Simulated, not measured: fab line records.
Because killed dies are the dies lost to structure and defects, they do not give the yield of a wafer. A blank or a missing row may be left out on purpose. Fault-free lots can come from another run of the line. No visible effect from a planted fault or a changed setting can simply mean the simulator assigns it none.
What tool caused it? :: flow n5-finfet :: 12 lots, 36 wafers sampled, at 1 step of a route of 1938

WHAT THE GAUGES SHOWED, per wafer
N5_FIN_SAQP_CD_MEAS_31: the cd target is 8 nm.
lot: L075
measured: day 2 09:04
on: cd-sem-01
cd-nm (nm): 8.12 7.97 8.30

lot: L077
measured: day 2 20:30
on: cd-sem-03
cd-nm (nm): 8.19 8.07 8.11

lot: L079
measured: day 3 08:04
on: cd-sem-01
cd-nm (nm): 8.07 7.91 7.93

lot: L081
measured: day 3 20:03
on: cd-sem-01
cd-nm (nm): 8.37 8.13 7.83

lot: L083
measured: day 4 08:44
on: cd-sem-03
cd-nm (nm): 8.27 8.44 8.04

lot: L085
measured: day 4 21:41
on: cd-sem-02
cd-nm (nm): 7.98 8.10 8.27

lot: L087
measured: day 5 10:48
on: cd-sem-03
cd-nm (nm): 8.29 8.29 7.77

lot: L089
measured: day 5 23:13
on: cd-sem-03
cd-nm (nm): 7.94 7.85 8.29

lot: L091
measured: day 6 10:14
on: cd-sem-03
cd-nm (nm): 8.27 7.99 8.26

lot: L093
measured: day 6 21:10
on: cd-sem-03
cd-nm (nm): 8.25 8.39 8.34

lot: L095
measured: day 7 09:17
on: cd-sem-01
cd-nm (nm): 7.91 8.27 7.78

lot: L097
measured: day 7 19:36
on: cd-sem-02
cd-nm (nm): 8.20 7.95 7.85

WHICH TOOL RAN EACH LOT (tool, then ch and the chambers of the sampled wafers, then the start)
Before these readings, the record contains no process step.

THE ANSWER, worked out from the rows above alone
Rule: what is usual is taken from the lots themselves. The widest of any qualifying gaps counts: lots, ordered by their means at a reading, are off when they make up no more than a third of the lots, leave a main group of 4 or more, and stand apart from it by 3 or more times the standard deviation of that group's means. The tables above print the reading to a certain number of digits; a main group whose means all agree to those digits is not used. Also off: a lot with no number at a reading for which 4 or more lots have one. Any other lot the step has rows for is counted as sound.
No lot is off on any of the readings shown, so nothing can be concluded from this.

WHAT WAS PUT IN BY THE SIMULATOR
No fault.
